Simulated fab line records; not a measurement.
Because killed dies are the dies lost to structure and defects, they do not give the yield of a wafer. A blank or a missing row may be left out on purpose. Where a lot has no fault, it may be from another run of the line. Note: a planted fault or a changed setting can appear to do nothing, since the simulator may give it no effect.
Matching of chambers :: flow n5_finfet :: 4 sister chambers for N5_MOL_CONTACT_COAG_ETCH_48 on rie_diel-02
The step etches SiOC in C4F6/O2, target depth 15 nm, overetch 4.5 nm, time 17 s. 4 wafers are shown with their chamber, then 9 later ones without.

## WAFERS PAIRED WITH THEIR CHAMBERS
wafer: L081.2
chamber: 2
showerhead_plenum_p_Torr (Torr): 2.98

wafer: L085.1
chamber: 0
showerhead_plenum_p_Torr (Torr): 2.72

wafer: L085.2
chamber: 3
showerhead_plenum_p_Torr (Torr): 2.73

wafer: L085.6
chamber: 1
showerhead_plenum_p_Torr (Torr): 2.95

## WAFERS WITH NO CHAMBER GIVEN
wafer: L087.2
showerhead_plenum_p_Torr (Torr): 2.97

wafer: L087.4
showerhead_plenum_p_Torr (Torr): 2.94

wafer: L087.6
showerhead_plenum_p_Torr (Torr): 2.72

wafer: L092.1
showerhead_plenum_p_Torr (Torr): 2.97

wafer: L092.2
showerhead_plenum_p_Torr (Torr): 2.94

wafer: L092.5
showerhead_plenum_p_Torr (Torr): 2.73

wafer: L097.3
showerhead_plenum_p_Torr (Torr): 2.94

wafer: L097.4
showerhead_plenum_p_Torr (Torr): 2.96

wafer: L097.5
showerhead_plenum_p_Torr (Torr): 2.93

## THE CHAMBER EACH PASSED THROUGH
wafer: L087.2
from the rows above: can't be placed: 2 or 1
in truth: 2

wafer: L087.4
from the rows above: 1
in truth: 1

wafer: L087.6
from the rows above: can't be placed: 0 or 3
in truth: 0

wafer: L092.1
from the rows above: can't be placed: 2 or 1
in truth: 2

wafer: L092.2
from the rows above: 1
in truth: 1

wafer: L092.5
from the rows above: can't be placed: 3 or 0
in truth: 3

wafer: L097.3
from the rows above: 1
in truth: 1

wafer: L097.4
from the rows above: can't be placed: 1 or 2
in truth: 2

wafer: L097.5
from the rows above: 1
in truth: 1
4 of 9 placed correctly. From these rows, 5 cannot be placed; in 5 the true chamber is one of the candidates. Number placed wrongly: 0.
How it was worked out, from the rows above alone: a wafer's distance from a chamber is the root of the sum, over the readings, of the square of ((its reading less the chamber's mean) divided by the reading's scatter). If the next closest chamber is less than 2 further off than the closest, the wafer can't be placed; otherwise it belongs to the closest. Each chamber's mean is taken over the wafers shown for it. The scatter (one wafer shown for each chamber): square how far every hidden wafer sits from the nearest shown wafer, average those squares and take the square root.
